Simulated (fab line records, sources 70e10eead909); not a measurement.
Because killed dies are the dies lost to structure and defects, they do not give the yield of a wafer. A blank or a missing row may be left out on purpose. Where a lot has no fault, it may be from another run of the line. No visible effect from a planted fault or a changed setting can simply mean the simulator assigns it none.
Matching of chambers    flow nand_harc    NHARC_P_M1_DEP_33 on pecvd-01 has 3 sister chambers
The step deposits SiCN, target thk 30 nm. 3 wafers are shown with their chamber, then 11 later ones without.

## WAFERS WITH THEIR CHAMBER
wafer   chamber  heater_power_outer_w (W)
L084.6  1        517
L086.2  2        329
L088.2  0        336

## WAFERS WITHOUT THEIR CHAMBER
wafer   heater_power_outer_w (W)
L088.3  280
L088.5  284
L091.2  286
L091.4  486
L091.6  286
L092.1  342
L092.2  489
L092.4  315
L095.2  424
L095.5  427
L095.6  339

## WHICH CHAMBER EACH ONE RAN IN
wafer   from the rows above           in truth
L088.3  can't be placed: 2 or 0       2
L088.5  can't be placed: 2 or 0       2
L091.2  can't be placed: 2 or 0       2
L091.4  1                             1
L091.6  can't be placed: 2 or 0       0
L092.1  can't be placed: 0 or 2       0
L092.2  1                             1
L092.4  can't be placed: 2 or 0       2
L095.2  can't be placed: 0 or 1 or 2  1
L095.5  can't be placed: 1 or 0 or 2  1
L095.6  can't be placed: 0 or 2       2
Correct placement for 2 of the 11. These rows do not allow placing 9 (true chamber among the candidates in 9). Wrongly placed: 0.
How it was worked out, from the rows above alone: a wafer's distance from a chamber is the root of the sum, over the readings, of the square of ((its reading less the chamber's mean) divided by the reading's scatter). If the next closest chamber is less than 2 further off than the closest, the wafer can't be placed; otherwise it belongs to the closest. Each chamber's mean is taken over the wafers shown for it. The scatter (one wafer shown for each chamber): square how far every hidden wafer sits from the nearest shown wafer, average those squares and take the square root.
